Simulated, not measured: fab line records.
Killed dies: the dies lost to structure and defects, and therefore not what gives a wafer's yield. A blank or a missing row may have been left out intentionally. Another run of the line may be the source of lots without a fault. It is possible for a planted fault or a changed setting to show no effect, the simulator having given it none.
What tool caused it?	flow n5_finfet	27 wafers from 11 lots sampled at 2 of the route's 1938 steps

== WHAT THE GAUGES READ, wafer by wafer ==
N5_BEOL_M4_RC_MEAS_101. Usual: DIBL_N 37.4 mV/V, standard deviation 2.1; DIBL_P 37.8 mV/V, standard deviation 2.5; IOFF_N 0.19 nA/um, standard deviation 0.045; IOFF_P 0.24 nA/um, standard deviation 0.05; ION_N 682 uA/um, standard deviation 16; ION_P 467 uA/um, standard deviation 11; SS_N 71.9 mV/dec, standard deviation 0.67; SS_P 73.6 mV/dec, standard deviation 0.76; VT_N 247 mV, standard deviation 3.6; VT_P -248 mV, standard deviation 3.6.
lot	measured	on	DIBL_N (mV/V)	DIBL_P (mV/V)	IOFF_N (nA/um)	IOFF_P (nA/um)	ION_N (uA/um)	ION_P (uA/um)	SS_N (mV/dec)	SS_P (mV/dec)	VT_N (mV)	VT_P (mV)	flag
L749	day 7 20:51	prober-02	38.1 38.6 36.7	39.5 39.0 37.9	0.21 0.22 0.19	0.28 0.29 0.28	690 698 696	475 479 477	71.5 71.9 71.7	73.1 73.1 72.5	244 243 241	-245 -244 -243	
L751	day 8 13:41	prober-01	35.5 37.0	36.7 36.9	0.14 0.16	0.21 0.22	666 669	463 458	71.5 71.8	73.2 73.8	252 249	-252 -249	
L752	day 9 05:26	prober-02	36.7 37.8 39.9	36.8 38.5 39.8	0.16 0.19 0.22	0.21 0.25 0.29	680 689 668	463 465 458	71.6 72.7 73.3	72.6 73.0 74.1	250 248 246	-251 -250 -246	
L753	day 8 23:06	prober-02	38.9 35.4 33.9	39.8 36.1 34.6	0.23 0.16 0.13	0.29 0.22 0.20	704 665 682	477 459 477	73.0 72.0 71.7	74.0 73.6 72.8	242 245 250	-244 -246 -250	
L754	day 9 20:37	prober-02	36.2 35.6	37.4 36.6	0.16 0.16	0.22 0.21	689 695	470 473	71.4 72.0	73.9 73.1	247 249	-248 -249	
L755	day 9 23:55	prober-02	38.6 36.3	38.7 36.8	0.20 0.16	0.21 0.19	692 667	458 448	72.2 72.1	74.4 73.4	246 246	-255 -254	
L756	day 10 01:39	prober-01	40.9 36.3	43.1 36.8	0.31 0.18	0.38 0.25	709 711	491 492	72.6 71.1	75.3 73.5	238 247	-241 -245	
L757	day 10 00:20	prober-01	40.0 35.1	40.1 36.0	0.23 0.15	0.26 0.21	670 684	451 467	72.4 70.8	74.1 72.1	248 247	-248 -249	
L760	day 11 05:55	prober-01	41.3 40.2 39.6	43.0 42.4 40.5	0.24 0.24 0.23	0.33 0.32 0.28	676 695 713	463 479 481	72.7 72.9 72.3	74.0 74.7 74.7	245 245 245	-246 -247 -246	
L764	day 12 13:53	prober-02	36.5 35.8	36.2 36.9	0.16 0.16	0.21 0.22	671 687	456 474	71.4 71.8	73.0 73.5	248 250	-249 -250	

== TOOL THAT RAN EACH LOT (tool first, then ch and the chambers of the sampled wafers, then the start) ==
lot	N5_BEOL_M0_SAQP_HM_DEP_02
L749	pvd_sputter-02, day 5 19:19
L751	pvd_sputter-03, day 6 05:25
L752	pvd_sputter-01, day 6 16:39
L753	pvd_sputter-03, day 6 19:43
L754	pvd_sputter-01, day 7 06:31
L755	pvd_sputter-01, day 7 10:06
L756	pvd_sputter-02, day 7 14:44
L757	pvd_sputter-01, day 7 18:22
L760	pvd_sputter-01, day 8 16:14
L764	pvd_sputter-01, day 9 15:14
L766	pvd_sputter-01, day 10 04:17
- N5_BEOL_M0_SAQP_HM_DEP_02: deposits TiN, target thk 12 nm.

== AS READ BY THE TOOLS THEMSELVES (means over the sampled wafers that have a number; for cases with no such wafer, the mark the record gives instead) ==
N5_BEOL_M0_SAQP_HM_DEP_02. Usual: throttle_valve_pct at 29.8 %, with a standard deviation of 0.79.
lot	tool	throttle_valve_pct (%)	flag
L749	pvd_sputter-02	28.6	
L751	pvd_sputter-03	29.9	
L752	pvd_sputter-01	29.6	
L753	pvd_sputter-03	30.0	
L754	pvd_sputter-01	29.7	
L755	pvd_sputter-01	30.6	
L756	pvd_sputter-02	30.1	
L757	pvd_sputter-01	29.4	
L760	pvd_sputter-01	29.4	
L764	pvd_sputter-01	30.0	
L766	pvd_sputter-01	30.1	

== THE ANSWER, worked out from the rows above alone ==
Rule: lot off if the mean of its wafers having a number is beyond 3 standard deviations from the usual mean. Also off: a lot with no number at a reading for which 4 or more lots have one. Where the step has rows for the other lots, those lots are counted as sound. After the gauges, taken in route order, come the tools' own readings; for these a lot's mean is taken, as printed above. The first step at which some lot is off is used, and at that step the reading that is off furthest; a lot without a number counts as furthest.
No lot is off on any of the readings shown, so nothing can be concluded from this.

== WHAT HAD BEEN PUT IN BY THE SIMULATOR ==
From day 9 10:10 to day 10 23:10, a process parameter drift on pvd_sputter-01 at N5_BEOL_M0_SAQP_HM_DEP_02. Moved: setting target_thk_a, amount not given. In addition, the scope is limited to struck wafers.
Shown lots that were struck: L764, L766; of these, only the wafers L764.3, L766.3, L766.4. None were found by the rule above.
